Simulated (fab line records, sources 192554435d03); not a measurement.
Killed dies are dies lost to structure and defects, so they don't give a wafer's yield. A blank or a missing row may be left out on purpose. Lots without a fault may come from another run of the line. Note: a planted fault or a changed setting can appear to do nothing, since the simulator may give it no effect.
Lot-split experiment    flow n5Finfet    21 wafers read across 7 lots, on a route 1938 steps long

## THE SPLIT ITSELF
At N5_BEOL_M13_EXPOSE_07 (exposes mask V12), the setting doseMj was moved away from the recipe's 24.8 on 4 of the 21 wafers read, by -6.4% to +5.6%. The other wafers ran this setting at the recipe's value.

## FROM THE SPLIT TO THE READING: what the file shows between them, 3 steps
- N5_BEOL_M13_PEB_08: peb time 90 s
- N5_BEOL_M13_DEVELOP_09: develop time 45 s
- N5_BEOL_M13_HARDBAKE_14: time 120 s

## THE READING
cdNm (nm) at N5_BEOL_M13_CD_MEAS_10, where the cd target is 190 nm. Fault-free wafers of this fab line usually give 191.3 nm, standard deviation 1.7 nm.

wafer   tool, chamber at the split  doseMj as run  against the recipe  cdNm, nm  against lot-mates on the recipe
L076.2  krfScanner-02, 0            25.58          +3.1%               197.0     +2.6
L076.3  krfScanner-02, 0            24.8           recipe              193.0     -
L076.6  krfScanner-02, 0            24.8           recipe              195.9     -
L086.1  krfScanner-01, 0            24.8           recipe              190.8     -
L086.5  krfScanner-01, 0            24.8           recipe              191.9     -
L086.6  krfScanner-01, 0            24.8           recipe              190.7     -
L088.1  krfScanner-02, 0            24.8           recipe              191.5     -
L088.5  krfScanner-02, 0            24.8           recipe              193.2     -
L088.6  krfScanner-02, 0            24.8           recipe              191.4     -
L087.1  krfScanner-01, 0            23.21          -6.4%               183.1     -9.2
L087.2  krfScanner-01, 0            24.8           recipe              192.3     -
L087.4  krfScanner-01, 0            23.21          -6.4%               184.4     -7.9
L089.1  krfScanner-02, 0            24.8           recipe              191.5     -
L089.2  krfScanner-02, 0            24.8           recipe              189.6     -
L089.3  krfScanner-02, 0            24.8           recipe              192.5     -
L094.1  krfScanner-01, 0            24.8           recipe              190.0     -
L094.3  krfScanner-01, 0            24.8           recipe              194.0     -
L094.6  krfScanner-01, 0            24.8           recipe              190.6     -
L095.2  krfScanner-01, 0            24.8           recipe              188.9     -
L095.3  krfScanner-01, 0            26.2           +5.6%               197.3     +8.6
L095.4  krfScanner-01, 0            24.8           recipe              188.6     -

THE FIT
A straight line over all 21 wafers: cdNm changes by +1.21 nm for each +1% of doseMj; r = +0.87; the points scatter about the line by 1.8 nm.
The same after taking each lot's own level away (the mean of its wafers on the recipe; 21 wafers): +1.34 nm for each +1%; r = +0.95; scatter 1.2 nm.
Per that fit: largest doseMj move, reading shift of 8.6 nm.
Measured against the standard deviation above, the lots' own levels, which go from 188.75 to 194.45 nm, span 3.4 times it.
The two slopes are in agreement: the lot-to-lot level therefore moves the slope only a little.
Check: for one of the wafers moved furthest among these (-6.4%), held out of the fit, the line's prediction against its lot-mates is -8.27 nm. It came out at -9.2 nm against them.

## THESE WAFERS: OTHER SPLITS
These wafers also went through other splits before the reading. Each is held against what the fit with the lots' levels taken away leaves over:
other split on the same wafers  wafers away from the commonest value  r with cdNm (lot level and that fit taken away)
N5_BEOL_M11_COAT_05 spinRpm     6                                     -0.03
N5_BEOL_M11_COAT_22 spinRpm     7                                     +0.06

## THE FILE'S OWN FIT
cdNm changes by +1.34 nm for each +1% of doseMj, r = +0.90.
